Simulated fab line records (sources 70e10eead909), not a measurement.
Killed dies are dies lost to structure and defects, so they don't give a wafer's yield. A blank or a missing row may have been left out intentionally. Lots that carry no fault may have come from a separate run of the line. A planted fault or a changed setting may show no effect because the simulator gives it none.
A lot that was struck, set against a sound lot -- flow nand harc -- 15 steps out of a route of 1159
Sound: the wafers L429.2, L429.4, L429.6. Wafers struck: L424.1, L424.2, L424.6. At the end, the cause is stated.
For every step that has rows: the tool of each side, followed by ch and its chambers, followed by its first start. Under that, the readings that differ: sound wafers -- struck wafers -- difference of the means -- sigmas: that difference in standard deviations of wafers without a fault.
alike: a reading whose means differ by less than 2 such deviations, as well as words and numbers matching on both sides. not compared: withheld readings; readings where some wafer has no value; bounds like >300 that might hide an equal value; numbers whose values overlap and for which the record gives no deviation.
Wherever a step has rows on one side only, a row that says differs or no value, or a row with sigmas, the two part there. When numbers do not overlap yet have no deviation, they are printed without sigmas and do not part them. Lack of a reading on every wafer of one side parts them only where that side has two or more wafers.

first, 5 steps without rows for these wafers: NHARC_A_BONDPAD_SOFTBAKE_04 (time 70 s); NHARC_A_BONDPAD_EBR_05; NHARC_A_BONDPAD_EXPOSE_06 (exposes mask A BPAD); NHARC_A_BONDPAD_PEB_07 (peb time 80 s); NHARC_A_BONDPAD_DEVELOP_08 (time 50 s).
NHARC_A_BONDPAD_CD_MEAS_09: the cd target is 500 nm.
  sound on cd sem-02 ch 0, day 22 10:50; struck on cd sem-01 ch 0, day 20 19:06
  alike: cd nm
NHARC_A_BONDPAD_OVL_MEAS_35:
  sound on overlay-01, day 22 10:55; struck on overlay-02, day 20 19:11
  alike: overlay x nm, overlay y nm
then, 1 step without rows for these wafers: NHARC_A_BONDPAD_HARDBAKE_10 (time 65 s).
NHARC_A_BONDPAD_DESCUM_11: chemistry O2, time 3 s.
  sound on rie diel-13 ch 1,2, day 22 11:03; struck on rie diel-06 ch 1,2,3, day 20 19:19
  alike: drypump motor current A, oes product au, rf vpp V, showerhead plenum p Torr, throttle valve pct
  not compared: rf hours counter h
NHARC_A_BONDPAD_ETCH_34: etches the open film in N2/H2, target depth 60 nm, overetch 18 nm, time 65.91 s.
  sound on rie diel-13 ch 0,1,2, day 22 11:08; struck on rie diel-06 ch 1,2, day 20 19:24
  alike: drypump motor current A, oes product au, rf vpp V, showerhead plenum p Torr, throttle valve pct
  not compared: rf hours counter h
NHARC_A_BONDPAD_ETCH_12: etches the open film in CHF3/O2, target depth 220 nm, time 110 s.
  sound on rie diel-13 ch 0,3; struck on rie diel-06 ch 1,2,3
reading,sound,struck,difference,sigmas
drypump motor current A (A),5.0 5.3 5.2,6.4 6.0 5.8,+0.9,+2
  alike: oes product au, rf vpp V, showerhead plenum p Torr, throttle valve pct
  not compared: rf hours counter h
NHARC_A_BONDPAD_CD_MEAS_13:
  sound on cd sem-03, day 22 11:29; struck on cd sem-02, day 20 19:38
  alike: cd nm
NHARC_A_BONDPAD_STRIP_15: strips in O2.
  sound on rie diel-06 ch 0,2,3, day 22 11:35; struck on rie diel-06 ch 1,2,3, day 20 19:44
  no value came back on the struck wafers for any of 7 readings (bias w (W), chamber pressure mTorr (mTorr) and others); on the sound wafers bias w (W) reads 0 0 0
  not compared: rf hours counter h
NHARC_A_BONDPAD_ETCH_24: etches the open film in CF4/N2, target depth 30 nm, time 72.99 s.
  sound on rie diel-06 ch 0,3, day 22 11:46; struck on rie diel-06 ch 0,1,2, day 20 20:19
  alike: drypump motor current A, oes product au, rf vpp V, showerhead plenum p Torr, throttle valve pct
  not compared: rf hours counter h
NHARC_END_SORT_01:
  sound on prober-02 ch 0, day 23 16:44; struck on prober-02 ch 0, day 22 05:07
reading,sound,struck,difference,sigmas
defect limited yield (%),96.6 94.8 94.2,0 0 0,-95,-63
killed at array,22 32 34,677 675 674,+646,+65
killed dies,23 35 39,677 677 677,+645,+64
sort_bin_2_pct (%),1.2 1.3 2.1,96.8 96.9 96.3,+95.1,+99 or more
sort n pass,654 642 638,0 0 0,-645,-64
sort rim yield pct (%),97.2 98.1 98.1,0 0 0,-98,-47
sort yield pct (%),96.6 94.8 94.2,0 0 0,-95,-63
  alike: killed at other, killed at periphery, killed open, killed short, sort_bin_3_pct, sort_bin_4_pct

## WHERE THEY PART
First at NHARC_A_BONDPAD_ETCH_12; last, within this record, at NHARC_END_SORT_01.

WHY: what the simulator had put in
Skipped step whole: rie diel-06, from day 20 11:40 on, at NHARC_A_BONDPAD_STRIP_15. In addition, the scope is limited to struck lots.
